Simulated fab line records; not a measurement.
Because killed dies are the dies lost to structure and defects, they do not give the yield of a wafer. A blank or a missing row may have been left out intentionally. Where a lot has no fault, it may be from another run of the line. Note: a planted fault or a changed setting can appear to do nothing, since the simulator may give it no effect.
fab line records	flow n5Finfet
record: lots: 9	wafers: 25	lastDay: 17
route steps=1938 shown FIN_SAQP@102 BEOL_M4@1111 PASSIVATION@1936
lots with no fault: from the same line, run without faults
startH: hours from the record's opening day to when the first of the lot's shown wafers began	waitH: hours elapsed since this lot's preceding step	" repeats the value in the row above	L1.1+2: one row covering several wafers at once	- value missing, or start not given	* or withheld: withheld	< > ~ a bound
route shown NAME@n: names a module that has steps shown in the file, with the first one's number in the route	usual: mean/standard deviation of fault-free wafers	same: alike in all rows	chamber/n: place in a boat	sites: readings site by site	_std_site: standard deviation across them	_edge_site: inner sites' mean taken away from outer sites' mean	radiusMm: how far each site lies from the wafer's centre	mask NAME#n: copy n	behind: the last tool/chamber to shape the wafer	hold: cause of the lot's hold/its duration in hours/its outcome	device: transistor that didn't switch, given as n, p or np	end of line: the route-end tests of the same wafers	for a step that has no rows: nothing shown but its recipe	killed: at the first sort, the dies lost to defects and structure; wafer yield is something else	map: a wafer's dies, marking killed ones x, the rest . and places with no die _
set.NAME: the setting that was run; set.NAME@STEP: the one run at that earlier step	model.NAME: the simulator's own value behind a step, which no gauge read
one table for each step of the route and one row for each wafer, over a sample of lots
services: the hour from which a tool's chamber was out of use, counted from the record's first day as startH (under 0 if before that day), plus the number of hours and why
== steps ==
step: N5_FIN_SAQP_HM_DEP_72
recipe: material: SiO2	targetThkA: 120	tempC: 400	precursor: SiH4/N2O	pressureTorr: 0.75	rfW: 275	timeS: 7.2
usual: heaterPowerW: 797/110	rfFwdPowerW: 272.6/1.1	showerheadPlenumPTorr: 8.10/0.12	showerheadVppV: 1055/53
lot.wafer	tool	chamber	startH	waitH	heaterPowerW	rfFwdPowerW	showerheadPlenumPTorr	showerheadVppV
L326.2	pecvd-02	2	27.62	0.0	902	273.3	8.14	1127
L326.3	"	1	"	"	884	273.3	8.31	1025
L326.4	"	1	"	"	884	272.0	8.30	1011
L330.1	pecvd-02	0	52.83	0.0	671	272.3	8.01	1086
L330.4	"	0	"	"	692	271.3	7.99	1099
L331.1	pecvd-02	1	59.63	0.0	927	272.8	8.30	1009
L331.2	"	0	"	"	598	272.5	8.01	1051
L331.3	"	2	"	"	1015	273.8	8.14	1111
L334.1	pecvd-02	2	75.27	0.0	984	273.1	8.15	1111
L334.2	"	0	"	"	585	272.4	7.99	1063
L334.6	"	2	"	"	976	273.7	8.10	1126
L335.1	pecvd-01	2	81.42	0.0	609	272.8	8.18	971
L335.2	"	1	"	"	647	272.9	8.15	1046
L335.4	"	1	"	"	676	272.5	8.17	1087
L340.1	pecvd-02	0	112.37	0.0	643	272.0	7.98	1085
L340.2	"	1	"	"	860	271.1	8.31	1019
L340.5	"	2	"	"	986	273.5	8.11	1103
L343.1	pecvd-02	0	131.52	0.0	716	272.9	8.00	1077
L343.2	"	2	"	"	1002	273.6	8.14	1110
L343.3	"	1	"	"	861	272.3	8.29	1001
L347.3	pecvd-01	1	153.77	0.0	688	274.9	8.17	1073
L347.4	"	1	"	"	701	274.7	8.17	1049
L347.5	"	0	"	"	623	272.0	7.89	986
L348.3	pecvd-04	2	159.47	0.0	868	271.4	8.17	1019
L348.6	"	0	"	"	783	273.3	8.13	1138
step: N5_FIN_SAQP_HM_OPEN_73
recipe: chemistry: CHF3/O2	target: SiO2	stopOn: a-Si	targetDepthA: 120	overEtchFrac: 1.8	maskMaterial: SOC	timeS: 16.8	pressureMtorr: 30	sourceW: 650	biasW: 170	Ar_flow_sccm: 200	CHF3_flow_sccm: 50	O2_flow_sccm: 5	ionEnergyEv: 200	ends: endPoint
usual: drypumpMotorCurrentA: 5.8/0.5	oesProductAu: 0.48/0.042	overEtchFrac: 1.8/0	rfFwdPowerW: 644.9/2.6	rfVppV: 524/15	showerheadPlenumPTorr: 2.43/0.07	throttleValvePct: 18.76/0.24
lot.wafer	tool	chamber	startH	waitH	drypumpMotorCurrentA	oesProductAu	overEtchFrac	rfFwdPowerW	rfHoursCounterH	rfVppV	showerheadPlenumPTorr	throttleValvePct
L326.2	rieDiel-02	0	28.36	0.0	6.1	0.52	1.8	646.7	31	524	2.48	18.42
L326.3	"	3	"	"	5.1	0.45	1.8	644.5	141	522	2.51	19.22
L326.4	"	3	"	"	5.1	0.46	1.8	645.7	-	523	2.51	19.23
L330.1	rieDiel-01	1	53.60	0.0	6.4	0.50	1.8	646.9	71	528	2.36	18.61
L330.4	"	2	"	"	6.3	0.43	1.8	646.1	209	501	2.40	18.82
L331.1	rieDiel-01	2	60.73	0.0	6.2	0.43	1.8	644.3	212	501	2.39	18.82
L331.2	"	1	"	"	6.3	0.50	1.8	643.9	74	528	2.36	18.64
L331.3	"	0	"	"	5.7	0.46	1.8	641.7	122	524	2.43	18.67
L334.1	rieDiel-01	0	75.98	0.0	5.7	0.40	3.2812	642.2	127	524	2.43	18.65
L334.2	"	3	"	"	5.3	0.47	3.2812	643.6	25	519	2.37	18.61
L334.6	"	3	"	"	5.3	0.47	3.2812	642.5	-	518	2.37	18.61
L335.1	rieDiel-01	3	82.16	0.0	5.3	0.48	3.2812	643.5	27	517	2.37	18.63
L335.2	"	2	"	"	6.2	0.37	3.2812	648.3	218	501	2.39	18.82
L335.4	"	1	"	"	6.4	0.43	3.2812	644.3	81	527	2.35	18.64
L340.1	rieDiel-06	0	113.12	0.0	6.7	0.42	1.8	641.8	243	520	2.46	19.03
L340.2	"	1	"	"	5.2	0.46	1.8	642.9	109	550	2.51	18.94
L340.5	"	2	"	"	5.9	0.47	1.8	643.2	-	541	2.55	18.91
L343.1	rieDiel-06	3	132.26	0.0	5.6	0.44	1.8	644.4	132	538	2.33	18.72
L343.2	"	0	"	"	6.7	0.42	1.8	641.9	250	521	2.46	19.03
L343.3	"	1	"	"	5.2	0.46	1.8	641.3	116	548	2.51	18.96
L347.3	rieDiel-02	3	154.65	0.0	5.2	0.43	1.8	642.5	186	522	2.50	19.30
L347.4	"	0	"	"	6.1	0.49	1.8	645.0	73	524	2.46	18.48
L347.5	"	2	"	"	5.1	0.53	1.8	644.2	-	496	2.35	18.45
L348.3	rieDiel-06	2	160.26	0.0	5.9	0.47	1.8	639.1	118	542	2.54	18.93
L348.6	"	3	"	"	5.6	0.45	1.8	647.1	-	537	2.33	18.76
step: N5_FIN_SAQP_MANDREL_ETCH_22
recipe: targetDepthA: 600	chemistry: HBr/Cl2	target: a-Si	stopOn: SiNx	btTimeS: 10	overEtchFrac: 0.5	timeS: 30	pressureMtorr: 10	icpW: 800	biasW: 75	HBr_flow_sccm: 150	Cl2_flow_sccm: 80	ends: endPoint
usual: drypumpMotorCurrentA: 5.46/0.28	oesProductAu: 0.771/0.012	rfFwdPowerW: 795.6/2.7	throttleValvePct: 35.33/0.22
same: btTimeS: 10
lot.wafer	tool	chamber	startH	waitH	drypumpMotorCurrentA	oesProductAu	rfFwdPowerW	rfHoursCounterH	throttleValvePct
L326.2	rieSi-03	1	28.44	0.0	5.59	0.760	794.6	154	35.29
L326.3	"	2	"	"	5.31	0.782	796.7	173	35.08
L326.4	"	3	"	"	5.06	0.763	797.7	111	35.27
L330.1	rieSi-05	2	53.68	0.0	5.05	0.777	796.8	94	35.57
L330.4	"	3	"	"	5.84	0.763	792.0	7	35.42
L331.1	rieSi-01	3	60.82	0.0	5.81	0.782	796.0	196	35.00
L331.2	"	2	"	"	5.20	0.771	799.5	131	35.34
L331.3	"	1	"	"	5.33	0.764	792.1	142	35.10
L334.1	rieSi-03	0	76.07	0.0	5.80	0.742	793.6	62	35.09
L334.2	"	1	"	"	5.57	0.723	791.8	155	35.35
L334.6	"	0	"	"	5.87	0.753	796.3	-	35.09
L335.1	rieSi-05	3	82.26	0.0	5.78	0.713	795.7	7	35.54
L335.2	"	2	"	"	5.03	0.749	792.1	94	35.61
L335.4	"	0	"	"	5.25	0.736	794.1	196	35.57
L340.1	rieSi-01	1	113.21	0.0	5.32	0.757	790.5	144	35.12
L340.2	"	3	"	"	5.83	0.767	797.5	197	35.02
L340.5	"	3	"	"	5.82	0.780	801.7	-	35.00
L343.1	rieSi-01	0	132.35	0.0	5.68	0.768	797.2	194	35.52
L343.2	"	1	"	"	5.33	0.748	795.0	144	35.13
L343.3	"	1	"	"	5.32	0.745	792.9	-	35.16
L347.3	rieSi-03	1	154.73	0.0	5.57	0.760	790.8	156	35.31
L347.4	"	3	"	"	5.04	0.776	797.4	113	35.23
L347.5	"	3	"	"	5.06	0.774	796.5	-	35.25
L348.3	rieSi-03	1	160.34	0.0	5.56	0.750	791.9	157	35.31
L348.6	"	3	"	"	5.04	0.762	795.8	-	35.24
step: N5_FIN_SAQP_STRIP_55
recipe: chemistry: N2/H2	powerW: 500	tempC: 40	pressureMtorr: 50	rfFrequencyHz: 6e+07	overashFraction: 0.3	biasPowerW: 28	h2Frac: 0.5	n2FlowSccm: 300	h2FlowSccm: 300
usual: drypumpMotorCurrentA: 5.7/0.51	h2FlowSccm: 299.9/0.88	oesProductAu: 0.79/0.075	powerW: 500.0/1.5	rfVppV: 121.8/1.5	showerheadPlenumPTorr: 3.38/0.1	throttleValvePct: 18.7/0.31
lot.wafer	tool	chamber	startH	waitH	drypumpMotorCurrentA	h2FlowSccm	oesProductAu	powerW	rfHoursCounterH	rfVppV	showerheadPlenumPTorr	throttleValvePct
L326.2	rieDiel-01	0	28.54	0.1	5.7	300.0	0.78	499.5	111	121.9	3.38	18.4
L326.3	"	1	"	"	6.4	300.1	0.85	500.0	62	121.6	3.28	18.5
L326.4	"	2	"	"	6.3	299.9	0.72	499.1	199	121.7	3.30	18.4
L330.1	rieDiel-01	1	53.78	0.1	6.4	300.8	0.85	501.3	71	124.2	3.28	18.5
L330.4	"	3	"	"	5.3	299.1	0.93	501.2	17	119.8	3.31	18.6
L331.1	rieDiel-01	1	60.93	0.1	6.4	300.5	0.84	500.6	74	119.4	3.27	18.5
L331.2	"	0	"	"	5.8	298.4	0.78	500.0	122	120.2	3.37	18.4
L331.3	"	3	"	"	5.3	299.2	0.93	498.7	19	119.9	3.31	18.6
L334.1	rieDiel-01	3	76.17	0.1	5.3	300.1	0.92	500.9	25	121.5	3.30	18.7
L334.2	"	1	"	"	6.4	300.0	0.84	497.0	79	120.9	3.27	18.5
L334.6	"	1	"	"	6.4	301.1	0.84	497.6	-	122.2	3.27	18.5
L335.1	rieDiel-02	1	82.36	0.1	5.5	298.3	0.73	502.9	181	119.9	3.48	18.6
L335.2	"	3	"	"	5.2	301.4	0.74	499.1	161	120.3	3.52	19.6
L335.4	"	3	"	"	5.2	300.4	0.74	500.1	-	123.1	3.51	19.5
L340.1	rieDiel-02	3	113.31	0.1	5.2	300.9	0.73	501.0	171	122.5	3.51	19.6
L340.2	"	0	"	"	6.1	300.1	0.84	501.5	58	122.9	3.43	18.5
L340.5	"	3	"	"	5.2	300.9	0.73	498.7	-	122.9	3.51	19.6
L343.1	rieDiel-06	2	132.49	0.1	5.9	300.5	0.81	499.7	106	124.0	3.55	18.7
L343.2	"	3	"	"	5.6	300.6	0.77	497.3	132	122.8	3.24	18.9
L343.3	"	1	"	"	5.2	300.8	0.77	500.3	116	123.3	3.50	18.7
L347.3	rieDiel-02	1	154.83	0.1	5.5	300.4	0.69	497.4	208	124.0	3.46	18.6
L347.4	"	2	"	"	5.1	300.2	0.87	500.3	44	118.8	3.28	18.9
L347.5	"	3	"	"	5.2	301.2	0.72	502.5	-	119.6	3.50	19.6
L348.3	rieDiel-01	2	160.44	0.1	6.3	300.4	0.70	498.1	246	121.4	3.28	18.5
L348.6	"	0	"	"	5.8	300.4	0.75	501.1	-	122.1	3.35	18.5
step: N5_FIN_SAQP_SPACER1_ALD_24
recipe: material: SiO2	targetThkA: 203	tempC: 300	aldPrecursorFamily: BDEAS	aldCoReactant: O2-plasma	pulseTimeS: 1	purgeTimeS: 2	coReactantPurgeTimeS: 2	aldCycles: 218	pressureTorr: 2
usual: heaterPowerW: 485/39	precursorPulseHeightRel: 0.999/0.02
same: aldCycles: 218	purgeTimeS: 2
lot.wafer	tool	chamber	startH	waitH	heaterPowerW	precursorPulseHeightRel
L326.2	aldSin-03	0	29.25	0.3	492	1.016
L326.3	"	1	"	"	555	1.001
L326.4	"	3	"	"	471	0.971
L330.1	aldSin-01	0	54.49	0.3	490	0.994
L330.4	"	1	"	"	461	1.020
L331.1	aldSin-02	1	61.66	0.3	591	1.011
L331.2	"	0	"	"	488	1.008
L331.3	"	2	"	"	512	1.007
L334.1	aldSin-03	1	77.37	0.7	557	1.016
L334.2	"	2	"	"	453	0.975
L334.6	"	0	"	"	493	1.039
L335.1	aldSin-03	2	83.07	0.3	461	1.013
L335.2	"	1	"	"	566	1.039
L335.4	"	0	"	"	482	1.029
L340.1	aldSin-03	2	114.01	0.3	466	1.017
L340.2	"	3	"	"	456	1.019
L340.5	"	1	"	"	555	0.974
L343.1	aldSin-03	1	133.20	0.3	550	0.982
L343.2	"	2	"	"	462	0.998
L343.3	"	3	"	"	442	0.990
L347.3	aldSin-01	0	155.55	0.1	495	0.993
L347.4	"	0	"	"	489	0.988
L347.5	"	1	"	"	464	0.979
L348.3	aldSin-01	3	161.15	0.1	457	0.991
L348.6	"	3	"	"	447	1.012
step: N5_BEOL_M4_RC_MEAS_101
usual: DIBL_N: 35.8/1.7	DIBL_P: 35.9/1.9	IOFF_N: 0.151/0.028	IOFF_P: 0.21/0.037	ION_N: 673/12	ION_P: 463/8.3	SS_N: 71.4/0.59	SS_P: 73.2/0.63	VT_N: 250/3.2	VT_P: -250/3.7
lot.wafer	tool	chamber	startH	waitH	DIBL_N[mV/V]	DIBL_P[mV/V]	IOFF_N[nA/um]	IOFF_P[nA/um]	ION_N[uA/um]	ION_P[uA/um]	SS_N[mV/dec]	SS_P[mV/dec]	VT_N[mV]	VT_P[mV]
L326.2	prober-01	0	160.68	0.2	38.0	37.1	0.171	0.26	676	470	71.5	73.0	247	-245
L326.3	"	0	"	"	38.6	38.5	0.191	0.29	683	477	73.0	73.0	246	-242
L326.4	"	0	"	"	36.2	35.5	0.151	0.23	686	481	71.4	72.8	250	-244
L330.1	prober-01	0	195.53	0.0	37.4	36.9	0.171	0.26	687	472	71.9	73.9	249	-244
L330.4	"	0	"	"	37.7	37.7	0.188	0.28	692	475	71.5	74.0	245	-245
L331.1	prober-02	0	201.05	0.0	36.1	36.2	0.155	0.21	687	468	71.8	74.0	247	-249
L331.2	"	0	"	"	37.3	38.2	0.185	0.24	696	481	71.4	74.4	245	-247
L331.3	"	0	"	"	36.9	36.3	0.167	0.20	676	462	72.4	73.3	248	-252
L334.1	prober-02	0	216.35	0.0	39.0	39.7	0.211	0.26	675	462	72.1	73.9	245	-248
L334.2	"	0	"	"	37.2	37.8	0.164	0.22	670	458	72.2	73.9	251	-248
L334.6	"	0	"	"	37.3	37.9	0.174	0.23	668	459	71.3	73.2	247	-249
L335.1	prober-02	0	221.99	0.0	39.0	38.5	0.201	0.25	678	464	72.6	73.6	248	-244
L335.2	"	0	"	"	35.2	36.1	0.139	0.20	669	460	71.8	73.6	252	-250
L335.4	"	0	"	"	35.4	36.3	0.157	0.22	690	471	71.9	72.8	249	-248
L340.1	prober-01	0	253.85	0.0	36.9	36.0	0.167	0.20	669	456	71.9	73.1	250	-252
L340.2	"	0	"	"	37.8	36.6	0.182	0.21	679	463	71.3	73.6	245	-249
L340.5	"	0	"	"	36.8	35.3	0.162	0.20	684	469	71.2	72.6	248	-252
L343.1	prober-01	0	276.59	0.0	34.2	35.2	0.127	0.21	662	454	71.2	72.6	249	-250
L343.2	"	0	"	"	32.4	33.0	0.109	0.17	669	465	70.9	72.1	255	-252
L343.3	"	0	"	"	35.3	35.9	0.142	0.21	674	462	71.5	73.1	251	-248
L348.3	prober-01	0	304.88	0.3	35.0	35.1	0.142	0.21	680	469	70.7	73.4	251	-249
L348.6	"	0	"	"	37.7	37.5	0.166	0.24	663	458	71.8	73.3	250	-247
L347.3	prober-01	0	321.09	0.3	36.0	35.6	0.137	0.20	661	453	71.3	73.2	254	-247
L347.4	"	0	"	"	36.2	35.5	0.147	0.20	674	461	71.9	73.1	254	-252
L347.5	"	0	"	"	36.1	35.7	0.145	0.20	667	458	72.2	73.1	254	-248
step: N5_PASSIVATION_PROBE_49
usual: defectLimitedYield: 91.4/1.5	killed_at_M0_to_M3: 33/9.8	killed_at_M4_up: 14/5.5	killedAtContacts: 12/6.5	killedAtFrontEnd: 38/11	killedAtOther: 3/3.1	killedDies: 101/17	killedOpen: 66/13	killedShort: 32/7.5	sort_bin_5_function: 5.0/1	sort_bin_6_memory: 3.2/0.69	sortNPass: 1079/17	sortYieldPct: 91.4/1.5
same: grossDies: 1180	killedAtBackSide: 0	sort_bin_4_leakage[%]: 0	sort_bin_8_speed[%]: 0
lot.wafer	tool	chamber	startH	waitH	defectLimitedYield[%]	killed_at_M0_to_M3	killed_at_M4_up	killedAtContacts	killedAtFrontEnd	killedAtOther	killedDies	killedOpen	killedShort	sort_bin_5_function[%]	sort_bin_6_memory[%]	sortNPass	sortYieldPct[%]
L326.2	prober-01	-	263.35	0.1	90.3	36	24	16	38	0	114	81	33	6.0	3.6	1066	90.3
L326.3	prober-01	-	263.40	0.1	91.7	33	22	10	30	3	98	65	32	5.8	2.5	1082	91.7
L326.4	prober-01	-	263.45	0.2	91.5	31	19	10	39	1	100	72	28	4.9	3.4	1080	91.5
L331.1	prober-02	-	313.41	0.0	89.2	38	8	30	48	4	128	93	32	6.6	4.0	1052	89.2
L331.2	prober-02	-	313.46	0.1	91.3	38	8	12	40	5	103	70	31	5.7	2.7	1077	91.3
L331.3	prober-02	-	313.51	0.1	91.2	33	17	7	47	0	104	73	28	4.6	3.6	1076	91.2
L343.1	prober-01	-	376.96	0.0	93.7	29	11	3	25	6	74	45	29	3.5	2.5	1106	93.7
L343.2	prober-01	-	377.01	0.1	91.4	45	14	6	37	0	102	60	32	4.8	2.7	1078	91.4
L343.3	prober-01	-	377.06	0.1	93.5	18	16	10	25	8	77	48	29	3.7	2.4	1103	93.5
L347.3	prober-02	-	417.67	0.1	89.7	34	11	21	38	17	121	74	40	4.9	4.4	1059	89.7
L347.4	prober-02	-	417.72	0.2	92.9	36	9	5	29	5	84	49	33	4.5	2.4	1096	92.9
L347.5	prober-02	-	417.77	0.2	91.0	40	15	18	29	4	106	70	35	5.8	2.9	1074	91.0
killed by level:class
L326.2 BEOL_M3:geometricParticle:open=17 MOL_CONTACT_COAG:geometricParticle:open=13 DUMMY_GATE:geometricParticle:open=10 BEOL_M5:geometricParticle:open=8 GATE_CUT:geometricParticle:short=5 BEOL_M2:geometricParticle:open=5 BEOL_M4:geometricParticle:open=5 STARTING-WAFER:geometricParticle:short=5
L326.3 BEOL_M3:geometricParticle:open=12 BEOL_M4:geometricParticle:open=11 FIN_SAQP:geometricParticle:short=9 MOL_CONTACT_COAG:geometricParticle:open=7 BEOL_M2:geometricParticle:open=5 STARTING-WAFER:geometricParticle:open=5 STI_FIN_REVEAL:geometricParticle:open=4 BEOL_M0_SAQP:geometricParticle:short=4
L326.4 BEOL_M3:geometricParticle:open=11 DUMMY_GATE:geometricParticle:open=8 MOL_CONTACT_COAG:geometricParticle:open=8 FIN_SAQP:geometricParticle:short=7 BEOL_M2:geometricParticle:open=6 STI_FIN_REVEAL:geometricParticle:open=5 BEOL_M0_SAQP:geometricParticle:open=5 BEOL_M4:geometricParticle:open=5
L331.1 MOL_CONTACT_COAG:geometricParticle:open=22 STI_FIN_REVEAL:geometricParticle:open=16 BEOL_M0_SAQP:geometricParticle:open=13 BEOL_M3:geometricParticle:open=9 FIN_SAQP:geometricParticle:open=8 MOL_CONTACT_COAG:geometricParticle:short=8 BEOL_M0_SAQP:geometricParticle:short=6 STARTING-WAFER:geometricParticle:open=6
L331.2 FIN_SAQP:geometricParticle:open=13 FIN_SAQP:geometricParticle:short=11 MOL_CONTACT_COAG:geometricParticle:open=10 BEOL_M3:geometricParticle:open=10 BEOL_M2:geometricParticle:open=9 GATE_CUT:geometricParticle:short=7 BEOL_M1:geometricParticle:open=7 BEOL_M0_SAQP:geometricParticle:open=5
L331.3 FIN_SAQP:geometricParticle:open=12 FIN_SAQP:geometricParticle:short=10 BEOL_M3:geometricParticle:open=10 BEOL_M2:geometricParticle:open=9 BEOL_M0_SAQP:geometricParticle:short=7 MOL_CONTACT_COAG:geometricParticle:open=7 BEOL_M4:geometricParticle:open=6 STI_FIN_REVEAL:geometricParticle:open=5
L343.1 FIN_SAQP:geometricParticle:open=11 BEOL_M2:geometricParticle:open=8 BEOL_M0_SAQP:geometricParticle:short=7 BEOL_M0_SAQP:geometricParticle:open=6 STARTING-WAFER:geometricParticle:short=6 BEOL_M1:geometricParticle:open=4 BEOL_M5:geometricParticle:open=3 FIN_SAQP:geometricParticle:short=2
L343.2 BEOL_M3:geometricParticle:open=11 BEOL_M2:geometricParticle:open=9 HKMG_FIN:areaEtch=9 FIN_SAQP:geometricParticle:short=8 BEOL_M0_SAQP:geometricParticle:open=6 MOL_CONTACT_COAG:geometricParticle:open=5 BEOL_M0:geometricParticle:open=5 DUMMY_GATE:geometricParticle:open=4
L343.3 MOL_CONTACT_COAG:geometricParticle:open=8 FIN_SAQP:geometricParticle:open=6 BEOL_M4:geometricParticle:open=5 FIN_SAQP:geometricParticle:short=3 BEOL_M2:geometricParticle:open=3 GATE_CUT:geometricParticle:open=3 BEOL_M3:geometricParticle:short=3 PASS1_DEP:geometricParticle:short=3
L347.3 MOL_CONTACT_COAG:geometricParticle:open=18 BEOL_M3:geometricParticle:open=9 PASS1_CAP:geometricParticle:short=8 DUMMY_GATE:geometricParticle:open=7 BEOL_M0_SAQP:geometricParticle:short=7 BEOL_M0_SAQP:geometricParticle:open=6 HKMG_FIN:areaEtch=6 FIN_SAQP:geometricParticle:open=5
L347.4 BEOL_M0_SAQP:geometricParticle:open=8 BEOL_M2:geometricParticle:open=7 BEOL_M0_SAQP:geometricParticle:short=6 MOL_CONTACT_COAG:geometricParticle:open=5 STARTING-WAFER:geometricParticle:open=5 DUMMY_GATE:geometricParticle:short=4 STARTING-WAFER:geometricParticle:short=4 STI_FIN_REVEAL:geometricParticle:open=3
L347.5 MOL_CONTACT_COAG:geometricParticle:open=15 BEOL_M3:geometricParticle:open=11 BEOL_M0_SAQP:geometricParticle:short=8 BEOL_M5:geometricParticle:open=7 STI_FIN_REVEAL:geometricParticle:open=5 BEOL_M0_SAQP:geometricParticle:open=5 BEOL_M2:geometricParticle:open=5 DUMMY_GATE:geometricParticle:open=4
== services ==
tool	chamber	startH	hours	kind
rieSi-05	3	8.72	4.0	repair
rieSi-01	2	21.23	8.5	repair
aldSin-03	-	40.52	6.1	pm
aldSin-03	-	64.47	1.5	repair
rieDiel-06	3	64.66	2.3	repair
rieDiel-06	1	65.05	7.5	repair
rieDiel-02	-	69.83	0.6	repair
rieSi-01	-	71.69	0.3	repair
rieDiel-02	0	76.98	6.3	repair
aldSin-01	3	78.59	10.8	repair
rieSi-05	-	78.81	0.6	repair
aldSin-03	-	85.31	14.0	pm
rieSi-01	-	85.38	0.3	repair
rieSi-05	1	97.70	1.4	repair
pecvd-01	0	108.71	29.9	repair
pecvd-02	-	114.18	4.3	pm
rieDiel-06	2	114.80	11.1	repair
pecvd-01	-	123.33	5.5	repair
rieSi-05	-	125.17	14.6	pm
rieSi-03	-	125.61	14.6	pm
rieSi-01	2	130.59	6.1	repair
rieSi-01	-	137.86	0.6	repair
rieSi-03	0	148.88	4.4	repair
aldSin-01	3	153.20	4.7	repair
== key ==
firstSign: step: N5_FIN_SAQP_HM_OPEN_73	reading: overEtchFrac	direction: up	sigmas: 99+	usual: 1.8	struck: 3.2812
effect: step: N5_FIN_SAQP_MANDREL_ETCH_22	reading: oesProductAu	direction: down	sigmas: 2.9	usual: 0.771	struck: 0.736
metAt N5_FIN_SAQP_HM_OPEN_73
struckLots L334,L335
notActingAt N5_FIN_SAQP_HM_DEP_72,N5_FIN_SAQP_STRIP_55,N5_FIN_SAQP_SPACER1_ALD_24
onsetBetween 60.73 75.98
fault: kind: processParameterDrift	tool: rieDiel-01	chamber: -	onsetH: 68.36	steps: N5_FIN_SAQP_HM_OPEN_73	channel: overEtchFrac	offset: 1.4812	shape: step	endH: 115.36	actsIn: theseRecipesOnly	stated: 1.8
